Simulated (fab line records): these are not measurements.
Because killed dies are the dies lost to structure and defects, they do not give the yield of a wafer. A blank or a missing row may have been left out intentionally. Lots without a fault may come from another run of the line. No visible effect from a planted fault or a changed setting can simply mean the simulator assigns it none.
A struck lot beside a sound one :: flow nand-harc :: 15 steps out of a route of 1159
Sound: the wafers L778.2, L778.3, L778.6. Wafers L792.2, L792.4, L792.5 were the ones struck. Last of all comes the cause.
For every step that has rows: the tool of each side, followed by ch and its chambers, followed by its first start. Under that, the readings that differ: sound wafers :: struck wafers :: difference of the means :: sigmas: that difference in standard deviations of wafers without a fault.
alike: same words and numbers on both sides, and readings whose means sit less than 2 such deviations apart. not compared: any withheld reading, any reading some wafer has no value for, any bound like >300 that may hide the same value, and any number with overlapping values for which the record gives no deviation.
The two part at a step that has a row with sigmas, a row that says differs or no value, or rows on one side only. Non-overlapping numbers with no deviation appear without sigmas and do not part them. Lack of a reading on every wafer of one side parts them only where that side has two or more wafers.

first, 4 steps without rows for these wafers: NHARC_P_CONTACT_EBR_08; NHARC_P_CONTACT_EXPOSE_09 (exposes mask P CA, target cd 90 nm); NHARC_P_CONTACT_PEB_10 (peb time 65 s); NHARC_P_CONTACT_DEVELOP_11 (develop time 35 s).
NHARC_P_CONTACT_CD_MEAS_12 targets a cd of 90 nm.
  sound on cd-sem-02 ch 0, day 5 15:44; struck on cd-sem-03 ch 0, day 9 07:17
  alike: cd-nm
NHARC_P_CONTACT_OVL_MEAS_13:
  sound: overlay-01 at day 5 15:49; struck: overlay-02 at day 9 07:22
reading: overlay-y-nm (nm)
sound: 0.3 1.1 0.8
struck: -1.0 -1.0 -1.3
difference: -1.8
sigmas: -3
  alike: overlay-x-nm
NHARC_P_CONTACT_INSPECT_14:
  sound: defect-inspect-02 at day 5 15:52; struck: defect-inspect-01 at day 9 07:25
  alike: raw-defect-count
NHARC_P_CONTACT_DESCUM_17: chemistry O2, time 3 s.
  sound on rie-diel-08 ch 1,2,3, day 5 15:55; struck on rie-diel-08 ch 0,1,2, day 9 07:29
  alike: drypump-motor-current-A, oes-product-au, rf-vpp-V, showerhead-plenum-p-Torr, throttle-valve-pct
  not compared: rf-hours-counter-h
NHARC_P_CONTACT_ETCH_35: etches the open film in CF4, target depth 39 nm, time 65 s.
  sound on rie-diel-08 ch 0,1,3, day 5 16:01; struck on rie-diel-08 ch 1,2,3, day 9 07:33
  alike: drypump-motor-current-A, oes-product-au, rf-vpp-V, run-length-s, showerhead-plenum-p-Torr, throttle-valve-pct
  not compared: rf-hours-counter-h
NHARC_P_CONTACT_ETCH_36: etches the open film in N2/H2, target depth 260 nm, time 406.25 s.
  sound on rie-diel-08 ch 1,2; struck on rie-diel-08 ch 0,2,3
  alike: drypump-motor-current-A, oes-product-au, rf-vpp-V, run-length-s, showerhead-plenum-p-Torr, throttle-valve-pct
  not compared: rf-hours-counter-h
NHARC_P_CONTACT_ETCH_18: etches the open film in C4F8/O2/Ar, target depth 481 nm, time 240.5 s.
  sound on rie-diel-08 ch 0,3; struck on rie-diel-08 ch 0,1
  alike: oes-product-au, rf-vpp-V, run-length-s
  not compared: rf-hours-counter-h
then, 1 step without rows for these wafers: NHARC_P_CONTACT_STRIP_37 (strips in C4F8/O2/Ar).
NHARC_P_CONTACT_ETCH_31: etches the open film in CH3F/O2, target depth 30 nm, time 85.7 s.
  sound on rie-diel-08 ch 2,3, day 5 16:47; struck on rie-diel-08 ch 2,3, day 9 08:13
reading: run-length-s (s)
sound: 107.7 107.2 107.6
struck: 63.3 64.1 64.0
difference: -43.7
sigmas: -99 or more
  alike: drypump-motor-current-A, oes-product-au, rf-vpp-V, showerhead-plenum-p-Torr, throttle-valve-pct
  not compared: rf-hours-counter-h
NHARC_P_CONTACT_CD_MEAS_19:
  sound: cd-sem-01 at day 5 16:55; struck: cd-sem-03 at day 9 08:20
  alike: cd-nm
-- break in the record here, with 14 days between the starts of the struck wafers on either side (left off in module P_CONTACT, picked up again in module END, where the first step shown is number 1159 on the route) --
NHARC_END_SORT_01:
  sound on prober-02 ch 0, day 19 11:14; struck on prober-01 ch 0, day 23 13:18
  alike: killed-at-array, killed-at-other, killed-at-periphery, killed-dies, killed-open, killed-short

## WHERE THEY PART
At NHARC_P_CONTACT_OVL_MEAS_13 first; at NHARC_P_CONTACT_ETCH_31 last (within this record only). Later steps at which nothing parts them and some readings are alike: NHARC_P_CONTACT_CD_MEAS_19, NHARC_END_SORT_01.

WHY: whatever the simulator had introduced
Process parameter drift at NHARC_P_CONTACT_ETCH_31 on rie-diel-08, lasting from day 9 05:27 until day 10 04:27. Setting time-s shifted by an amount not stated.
